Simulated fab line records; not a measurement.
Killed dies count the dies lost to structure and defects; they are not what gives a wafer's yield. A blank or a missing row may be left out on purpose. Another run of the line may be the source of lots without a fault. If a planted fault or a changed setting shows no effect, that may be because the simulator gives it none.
fab line records ; flow nandHarc
[record] lots = 12; wafers = 34; lastDay = 24
route steps=1159 shown A_STAIRCASE@619 END@1159
lots untouched by any fault: they come from a run of this same line in which no faults occurred
startH: start of the lot's first displayed wafer, in hours after the record's first day ; waitH: how many hours have passed since the lot's step before this one ; " as in the row above ; L1.1+2: a single row standing in for several wafers ; - value missing, or start not given ; * or withheld: withheld ; < > ~ a bound
route shown NAME@n: NAME is a module with steps in the file, n the number in the route of the first one ; usual: mean/standard deviation of fault-free wafers ; same: alike in all rows ; chamber/n: place in a boat ; sites: each site's reading ; _std_site: the values' standard deviation ; _edge_site: the outer-site mean with the inner-site mean subtracted ; radiusMm: for every site, how far away it sits from the centre of the wafer ; mask NAME#n: copy n ; behind: tool/chamber where the wafer was last shaped ; hold: the reason the lot was held/the length of the hold in hours/how it ended ; device: the n, p or np transistor that did not switch ; end of line: tests run on the same wafers once the route is complete ; a step without rows: its recipe alone ; killed: at the first sort, the dies lost to defects and structure; wafer yield is something else ; map: shows each die of a wafer: x if killed, . if not, _ if none is there
set.NAME: setting as actually run; set.NAME@STEP: the setting as run at that earlier step ; model.NAME: the simulator's own value behind a step, which no gauge read
a sample of lots followed through the steps of the route, with each step as a table and each wafer as a row
services: a tool's chamber out of use, with start hour (startH, from the record's first day; less than 0 if before it), hours out, and reason
[[steps]]
[step NHARC_A_STAIRCASE_ETCH_225]
[recipe] targetDepthA = 1000; timeS = 40.5; ionEnergyEv = 400; c4f8FlowSccm = 20; o2FlowSccm = 10; arFlowSccm = withheld; rfW = 600; biasW = 1000; chemistry = C4F8/O2
[usual] biasW = 1000.4/3; oesProductAu = 0.943/0.0095; rfVppV = 894/6.1
lot.wafer;tool;chamber;startH;waitH;biasW;oesProductAu;rfHoursCounterH;rfVppV
L730.2;rieDiel-10;2;-;-;999.9;0.930;25;890
L730.3;rieDiel-10;3;-;-;998.0;0.952;22;896
L730.6;rieDiel-10;2;-;-;1001.6;0.937;-;888
L732.2;rieDiel-10;1;-;-;999.9;0.930;28;889
L732.5;rieDiel-10;2;-;-;996.9;0.928;-;889
L732.6;rieDiel-10;0;-;-;997.8;0.935;-;893
L733.3;rieDiel-12;1;-;-;999.7;0.935;21;902
L733.5;rieDiel-12;2;-;-;997.6;0.950;-;887
L733.6;rieDiel-12;3;-;-;1002.1;0.936;-;904
L735.2;rieDiel-01;3;-;-;1002.2;0.946;43;901
L735.3;rieDiel-01;1;-;-;996.9;0.942;45;899
L735.6;rieDiel-01;3;-;-;997.9;0.943;-;902
L734.4;rieDiel-12;2;-;-;1005.3;0.949;22;888
L734.3;rieDiel-12;1;-;-;1000.6;0.931;23;902
L734.5;rieDiel-12;2;-;-;1002.5;0.944;-;887
L738.4;rieDiel-10;1;-;-;999.8;0.957;44;889
L738.2;rieDiel-10;3;-;-;1001.4;0.958;34;894
L738.6;rieDiel-10;2;-;-;1004.0;0.955;-;890
L741.1;rieDiel-12;0;-;-;992.8;0.942;41;905
L741.6;rieDiel-12;1;-;-;1003.6;0.952;-;902
L741.5;rieDiel-12;2;-;-;1008.7;0.932;-;887
L742.2;rieDiel-10;3;-;-;1000.2;0.948;41;894
L742.3;rieDiel-10;0;-;-;1001.0;0.949;52;891
L742.5;rieDiel-10;3;-;-;1005.2;0.948;-;894
L747.6;rieDiel-01;1;-;-;994.9;0.955;-;899
L747.5;rieDiel-01;2;-;-;995.2;0.955;-;896
L749.2;rieDiel-10;1;-;-;1003.5;0.938;64;890
L749.3;rieDiel-10;2;-;-;998.5;0.926;62;890
L749.6;rieDiel-10;2;-;-;1003.8;0.929;-;888
L748.1;rieDiel-10;3;-;-;996.7;0.940;53;894
L748.6;rieDiel-10;3;-;-;997.1;0.945;-;894
L753.2;rieDiel-10;2;-;-;999.5;0.941;12;889
L753.3;rieDiel-10;0;-;-;996.0;0.952;9;892
L753.5;rieDiel-10;3;-;-;998.4;0.931;-;892
[step NHARC_A_STAIRCASE_TRIM_233]
[recipe] timeS = 211.2; o2FlowSccm = 500; arFlowSccm = 0; biasW = 0; chemistry = O2
[usual] drypumpMotorCurrentA = 5.6/0.5; oesProductAu = 1.001/0.0069; rfVppV = 57.7/0.82; showerheadPlenumPTorr = 3.49/0.16; throttleValvePct = 17.037/0.0097
[same] biasW = 0
lot.wafer;tool;chamber;startH;waitH;drypumpMotorCurrentA;oesProductAu;rfHoursCounterH;rfVppV;showerheadPlenumPTorr;throttleValvePct
L730.2;rieDiel-10;0;-;-;5.6;1.008;30;58.5;3.44;17.024
L730.3;rieDiel-10;1;-;-;5.9;1.007;27;57.8;3.34;17.051
L730.6;rieDiel-10;0;-;-;5.6;1.006;-;57.0;3.44;17.046
L732.2;rieDiel-10;0;-;-;5.6;1.004;31;59.4;3.44;17.038
L732.5;rieDiel-10;0;-;-;5.6;0.999;-;58.3;3.44;17.048
L732.6;rieDiel-10;1;-;-;5.9;0.997;-;58.8;3.34;17.036
L733.3;rieDiel-10;1;-;-;5.9;1.011;34;56.2;3.33;17.039
L733.6;rieDiel-10;3;-;-;5.0;1.002;-;57.6;3.48;17.029
L733.5;rieDiel-10;0;-;-;5.6;1.010;-;58.6;3.44;17.035
L735.3;rieDiel-01;2;-;-;6.7;0.993;45;56.3;3.53;17.038
L735.2;rieDiel-01;3;-;-;6.2;1.009;44;57.9;3.69;17.046
L735.6;rieDiel-01;2;-;-;6.7;1.014;-;58.7;3.53;17.042
L734.3;rieDiel-10;1;-;-;5.9;1.010;36;57.7;3.33;17.030
L734.4;rieDiel-10;2;-;-;5.3;0.995;35;55.9;3.35;17.017
L734.5;rieDiel-10;0;-;-;5.6;0.999;-;56.7;3.44;17.027
L738.4;rieDiel-10;1;-;-;5.9;1.002;45;57.5;3.33;17.021
L738.2;rieDiel-10;3;-;-;5.0;0.990;34;57.7;3.48;17.035
L738.6;rieDiel-10;1;-;-;5.9;1.011;-;57.1;3.33;17.029
L741.1;rieDiel-12;3;-;-;5.4;0.993;40;58.6;3.78;17.042
L741.5;rieDiel-12;0;-;-;5.6;1.000;-;58.3;3.78;17.032
L741.6;rieDiel-12;1;-;-;5.2;1.002;-;58.9;3.69;17.030
L742.2;rieDiel-10;1;-;-;5.9;1.000;53;57.5;3.32;17.050
L742.3;rieDiel-10;3;-;-;5.0;0.999;41;56.1;3.47;17.040
L742.5;rieDiel-10;0;-;-;5.6;1.000;-;57.9;3.43;17.035
L747.6;rieDiel-01;0;-;-;6.3;1.008;-;56.8;3.28;17.034
L747.5;rieDiel-01;1;-;-;5.7;1.007;-;58.1;3.56;17.043
L749.2;rieDiel-01;2;-;-;6.7;1.002;9;57.5;3.51;17.038
L749.3;rieDiel-01;3;-;-;6.3;1.012;11;58.1;3.68;17.035
L749.6;rieDiel-01;1;-;-;5.7;1.011;-;57.9;3.56;17.032
L748.1;rieDiel-10;2;-;-;5.3;0.993;63;57.8;3.33;17.039
L748.6;rieDiel-10;1;-;-;5.8;1.003;-;56.1;3.32;17.045
L753.2;rieDiel-12;3;-;-;5.4;1.003;1;58.1;3.77;17.044
L753.3;rieDiel-12;0;-;-;5.6;1.005;1;57.4;3.77;17.020
L753.5;rieDiel-12;2;-;-;4.8;1.000;-;57.2;3.81;17.041
[step NHARC_A_STAIRCASE_DESCUM_291]
[recipe] timeS = 3; o2FlowSccm = 200; arFlowSccm = 0; biasPowerW = 0; chemistry = O2
[usual] drypumpMotorCurrentA = 5.7/0.55; oesProductAu = 1.001/0.0063; rfVppV = 57.8/1; showerheadPlenumPTorr = 1.91/0.11; throttleValvePct = 11.310/0.0093
lot.wafer;tool;chamber;startH;waitH;drypumpMotorCurrentA;oesProductAu;rfHoursCounterH;rfVppV;showerheadPlenumPTorr;throttleValvePct
L730.2;rieDiel-01;2;261.32;-;6.6;1.001;40;56.7;1.91;11.314
L730.3;rieDiel-01;3;261.32;-;6.3;1.004;39;58.0;2.01;11.307
L730.6;rieDiel-01;1;261.32;-;5.7;0.998;-;56.1;1.94;11.304
L732.2;rieDiel-10;2;267.76;-;5.3;0.998;32;57.5;1.81;11.284
L732.6;rieDiel-10;0;267.76;-;5.6;1.013;-;56.6;1.86;11.291
L732.5;rieDiel-10;1;267.76;-;5.9;1.006;-;57.5;1.80;11.310
L733.3;rieDiel-01;1;275.54;-;5.7;1.000;47;57.1;1.94;11.310
L733.5;rieDiel-01;1;275.54;-;5.7;0.984;-;59.7;1.94;11.315
L733.6;rieDiel-01;2;275.54;-;6.6;0.997;-;58.6;1.91;11.306
L735.3;rieDiel-12;0;276.43;-;5.5;0.993;26;58.5;2.07;11.313
L735.2;rieDiel-12;1;276.43;-;5.2;0.997;25;58.9;2.01;11.309
L735.6;rieDiel-12;0;276.43;-;5.5;0.985;-;57.0;2.07;11.321
L734.4;rieDiel-01;1;279.31;-;5.7;0.984;48;58.6;1.94;11.301
L734.3;rieDiel-01;3;279.31;-;6.3;0.990;47;58.6;2.01;11.310
L734.5;rieDiel-01;2;279.31;-;6.6;0.995;-;58.4;1.91;11.318
L738.4;rieDiel-10;3;307.09;-;5.0;0.994;35;57.4;1.88;11.320
L738.2;rieDiel-10;0;307.09;-;5.6;1.003;46;57.2;1.86;11.318
L738.6;rieDiel-10;2;307.09;-;5.3;1.006;-;57.8;1.81;11.312
L741.1;rieDiel-12;3;328.92;-;5.4;1.001;44;58.4;2.06;11.306
L741.6;rieDiel-12;1;328.92;-;5.2;1.002;-;58.7;2.00;11.312
L741.5;rieDiel-12;2;328.92;-;4.8;0.996;-;57.7;1.77;11.305
L742.2;rieDiel-12;3;328.96;-;5.4;1.005;44;57.3;2.06;11.317
L742.3;rieDiel-12;1;328.96;-;5.2;1.001;43;58.4;2.00;11.300
L742.5;rieDiel-12;3;328.96;-;5.4;1.003;-;60.3;2.06;11.315
L747.6;rieDiel-01;1;350.90;-;5.7;1.004;-;58.5;1.93;11.297
L747.5;rieDiel-01;2;350.90;-;6.6;1.011;-;58.7;1.90;11.307
L748.1;rieDiel-01;2;356.17;-;6.6;1.003;15;58.1;1.90;11.310
L748.6;rieDiel-01;3;356.17;-;6.2;1.002;-;58.3;2.00;11.320
L749.2;rieDiel-01;3;357.98;-;6.3;1.000;16;58.3;2.00;11.303
L749.3;rieDiel-01;0;357.98;-;6.4;0.997;17;56.4;1.77;11.314
L749.6;rieDiel-01;2;357.98;-;6.7;1.000;-;58.7;1.90;11.309
L753.2;rieDiel-10;0;398.53;-;5.6;1.011;11;56.2;1.85;11.310
L753.3;rieDiel-10;1;398.53;-;5.9;0.993;14;57.3;1.79;11.299
L753.5;rieDiel-10;0;398.53;-;5.6;1.008;-;57.5;1.85;11.316
[step NHARC_A_STAIRCASE_HM_OPEN_460]
[recipe] o2FlowSccm = 400; cosFlowSccm = 20; arFlowSccm = 0; rfW = 500; biasW = 300; chemistry = O2/COS
[usual] biasW = 299.9/0.87; drypumpMotorCurrentA = 5.7/0.55; oesProductAu = 1.003/0.0062; rfVppV = 467/3.5; showerheadPlenumPTorr = 3.13/0.16; throttleValvePct = 28.329/0.0094
lot.wafer;tool;chamber;startH;waitH;biasW;drypumpMotorCurrentA;oesProductAu;rfHoursCounterH;rfVppV;showerheadPlenumPTorr;throttleValvePct
L730.2;rieDiel-01;3;261.51;-;300.8;6.2;1.003;39;470;3.27;28.322
L730.3;rieDiel-01;0;261.51;-;300.2;6.4;0.994;40;461;2.92;28.327
L730.6;rieDiel-01;3;261.51;-;300.9;6.2;1.001;-;471;3.27;28.329
L732.2;rieDiel-10;3;268.15;-;300.1;5.0;0.998;23;466;3.08;28.339
L732.6;rieDiel-10;1;268.15;-;300.9;5.9;1.000;-;464;2.95;28.328
L732.5;rieDiel-10;2;268.15;-;301.7;5.3;0.996;-;463;2.96;28.315
L733.3;rieDiel-01;1;275.83;-;300.8;5.7;1.005;47;469;3.16;28.324
L733.6;rieDiel-01;3;275.83;-;300.1;6.2;1.007;-;470;3.27;28.331
L733.5;rieDiel-01;0;275.83;-;300.2;6.4;0.998;-;462;2.91;28.331
L735.2;rieDiel-12;3;276.62;-;298.2;5.4;1.010;24;472;3.36;28.308
L735.3;rieDiel-12;1;276.62;-;300.0;5.2;1.010;25;470;3.27;28.319
L735.6;rieDiel-12;0;276.62;-;301.2;5.5;1.001;-;471;3.36;28.340
L734.3;rieDiel-01;3;279.54;-;300.4;6.3;1.004;47;469;3.26;28.323
L734.4;rieDiel-01;1;279.54;-;301.0;5.7;0.998;48;467;3.16;28.337
L734.5;rieDiel-01;2;279.54;-;299.9;6.6;1.004;-;468;3.12;28.331
L738.4;rieDiel-10;0;307.28;-;300.2;5.6;1.002;46;465;3.04;28.315
L738.2;rieDiel-10;3;307.28;-;300.5;5.0;0.998;35;467;3.07;28.335
L738.6;rieDiel-10;0;307.28;-;299.8;5.6;0.998;-;464;3.04;28.330
L741.1;rieDiel-12;1;329.12;-;298.5;5.2;1.005;44;470;3.26;28.340
L741.6;rieDiel-12;1;329.12;-;300.2;5.2;1.012;-;470;3.26;28.336
L741.5;rieDiel-12;2;329.12;-;300.8;4.9;1.002;-;462;2.91;28.325
L742.2;rieDiel-12;1;329.31;-;300.9;5.2;0.999;44;471;3.26;28.306
L742.3;rieDiel-12;3;329.31;-;301.2;5.4;0.994;44;473;3.35;28.334
L742.5;rieDiel-12;0;329.31;-;299.5;5.5;0.996;-;472;3.35;28.337
L747.5;rieDiel-01;0;351.17;-;299.7;6.4;0.928;-;463;2.90;28.332
L747.6;rieDiel-01;1;351.17;-;300.6;5.7;0.934;-;467;3.15;28.328
L748.1;rieDiel-01;2;356.46;-;300.1;6.6;1.012;15;467;3.11;28.334
L748.6;rieDiel-01;3;356.46;-;299.1;6.3;0.931;-;469;3.25;28.336
L749.3;rieDiel-01;1;358.18;-;299.1;5.6;1.016;16;469;3.15;28.327
L749.2;rieDiel-01;2;358.18;-;299.2;6.7;1.002;15;467;3.11;28.328
L749.6;rieDiel-01;2;358.18;-;299.3;6.6;0.932;-;467;3.11;28.327
L753.2;rieDiel-10;3;398.76;-;300.6;5.0;0.992;12;465;3.06;28.340
L753.3;rieDiel-10;1;398.76;-;300.6;5.9;0.996;14;462;2.93;28.330
L753.5;rieDiel-10;2;398.76;-;299.5;5.3;1.000;-;464;2.94;28.331
[step NHARC_END_SORT_01]
[recipe] tempC = 25
[usual] killedAtArray = 24/7.4; killedAtOther = 0.5/0.81; killedAtPeriphery = 3.4/2.3; killedDies = 28/8; killedOpen = 3.4/1.8; killedShort = 2.0/1.4
[same] grossDies = 677
lot.wafer;tool;chamber;startH;waitH;killedAtArray;killedAtOther;killedAtPeriphery;killedDies;killedOpen;killedShort
L747.5;prober-01;0;541.47;3.7;642;1;2;645;3;1
L747.6;prober-01;0;542.27;4.0;663;0;2;665;1;1
L749.2;prober-02;0;547.02;2.8;34;0;9;43;3;2
L749.3;prober-02;0;547.81;3.1;28;0;6;34;4;3
L749.6;prober-02;0;550.20;4.0;652;0;7;659;3;0
L748.1;prober-02;0;555.78;2.5;15;1;6;22;2;2
L748.6;prober-02;0;559.83;4.0;662;0;6;668;3;1
// killed by level:class
L747.5 A_STAIRCASE:areaOpen=618 A_CHANNEL_HOLE_D1:chamberFilmFlake=10 A_CONTACT:chamberFilmFlake=5 A_STAIRCASE:chamberFilmFlake=3 A_M0:geometricParticle:open=2 P_STI:chamberFilmFlake=2 A_ONON_D1:geometricParticle:open=1 A_CONTACT:geometricParticle:short=1
L747.6 A_STAIRCASE:areaOpen=637 A_CHANNEL_HOLE_D1:chamberFilmFlake=15 A_CONTACT:chamberFilmFlake=4 P_STI:chamberFilmFlake=2 A_SGD_CUT:chamberFilmFlake=2 A_ONON_D1:geometricParticle:open=1 A_WL_FILL:geometricParticle:short=1 A_STAIRCASE:chamberFilmFlake=1
L749.2 A_CHANNEL_HOLE_D1:chamberFilmFlake=15 P_GATE:chamberFilmFlake=8 A_SLIT:chamberFilmFlake=6 A_CONTACT:chamberFilmFlake=5 A_STAIRCASE:chamberFilmFlake=3 P_M0:geometricParticle:open=1 A_SOURCE_PLATE:geometricParticle:short=1 A_ONON_D1:geometricParticle:short=1
L749.3 A_SLIT:chamberFilmFlake=8 A_CHANNEL_HOLE_D1:chamberFilmFlake=7 P_GATE:chamberFilmFlake=4 A_STAIRCASE:chamberFilmFlake=4 A_CONTACT:chamberFilmFlake=4 A_ONON_D1:geometricParticle:short=2 P_CONTACT:geometricParticle:short=1 P_M0:geometricParticle:open=1
L749.6 A_STAIRCASE:areaOpen=630 A_SLIT:chamberFilmFlake=8 A_CONTACT:chamberFilmFlake=5 A_CHANNEL_HOLE_D1:chamberFilmFlake=4 P_STI:chamberFilmFlake=3 A_STAIRCASE:chamberFilmFlake=3 P_GATE:chamberFilmFlake=2 P_CONTACT:geometricParticle:open=1
L748.1 A_CHANNEL_HOLE_D1:chamberFilmFlake=8 P_GATE:chamberFilmFlake=5 A_CONTACT:chamberFilmFlake=2 A_STAIRCASE:chamberFilmFlake=2 P_M2:geometricParticle:open=1 A_ONON_D1:geometricParticle:open=1 A_ONON_D1:geometricParticle:short=1 A_SLIT:geometricParticle:short=1
L748.6 A_STAIRCASE:areaOpen=630 A_CHANNEL_HOLE_D1:chamberFilmFlake=14 A_CONTACT:chamberFilmFlake=9 P_GATE:chamberFilmFlake=3 A_STAIRCASE:chamberFilmFlake=3 A_SLIT:chamberFilmFlake=2 P_M0:geometricParticle:open=1 A_WL_FILL:geometricParticle:short=1
[[services]]
tool;chamber;startH;hours;kind
rieDiel-10;0;235.21;-;clean
rieDiel-10;1;235.21;-;clean
rieDiel-10;2;235.21;-;clean
rieDiel-10;3;235.21;-;clean
rieDiel-10;0;259.71;-;clean
rieDiel-10;1;259.71;-;clean
rieDiel-10;2;259.71;-;clean
rieDiel-10;3;259.71;-;clean
rieDiel-10;0;284.21;-;clean
rieDiel-10;1;284.21;-;clean
rieDiel-10;2;284.21;-;clean
rieDiel-10;3;284.21;-;clean
rieDiel-12;2;285.43;4.8;repair
rieDiel-10;0;308.71;-;clean
rieDiel-10;1;308.71;-;clean
rieDiel-10;2;308.71;-;clean
rieDiel-10;3;308.71;-;clean
rieDiel-01;-;314.99;9.0;pm
rieDiel-10;0;333.22;-;clean
rieDiel-12;3;334.04;1.7;repair
rieDiel-10;-;354.21;9.0;pm
rieDiel-10;0;368.20;1.4;repair
rieDiel-01;-;370.63;0.4;repair
rieDiel-12;-;379.62;9.0;pm
[[key]]
[firstSign] step = NHARC_A_STAIRCASE_HM_OPEN_460; reading = oesProductAu; direction = down; sigmas = 11; usual = 1.003; struck = 0.931
[effect] step = NHARC_END_SORT_01; reading = killedAtArray; direction = up; sigmas = 85; usual = 24; struck = 655
[moreKillsBornAt] NHARC_A_STAIRCASE_HM_OPEN_460@rieDiel-01 = 2515
metAt NHARC_A_STAIRCASE_HM_OPEN_460
struckLots L747,L748,L749
struckWafers L747.5,L747.6,L748.6,L749.6
laterRowsLeftOut L747.5,L747.6,L748.6,L749.6
testerLeftOut L747,L748,L749
notActingAt NHARC_A_STAIRCASE_ETCH_225,NHARC_A_STAIRCASE_TRIM_233,NHARC_A_STAIRCASE_DESCUM_291
onsetBetween 279.54 351.17
[fault] kind = processParameterDrift; tool = rieDiel-01; chamber = -; onsetH = 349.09; steps = NHARC_A_STAIRCASE_HM_OPEN_460; channel = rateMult; offset = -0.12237; shape = step; endH = 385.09; scope = struckWafersOnly
// testerLeftOut: of these lots the tester's yield and bins aren't shown, on N5 and GAA mostly nor the transistor test; their killed dies are dies lost to structure and defects alone, not to doping, threshold or leakage, so they don't give the yield
// laterRowsLeftOut: the simulator's readings of these wafers behind a module that went badly wrong aren't trusted and aren't shown, but for the sort
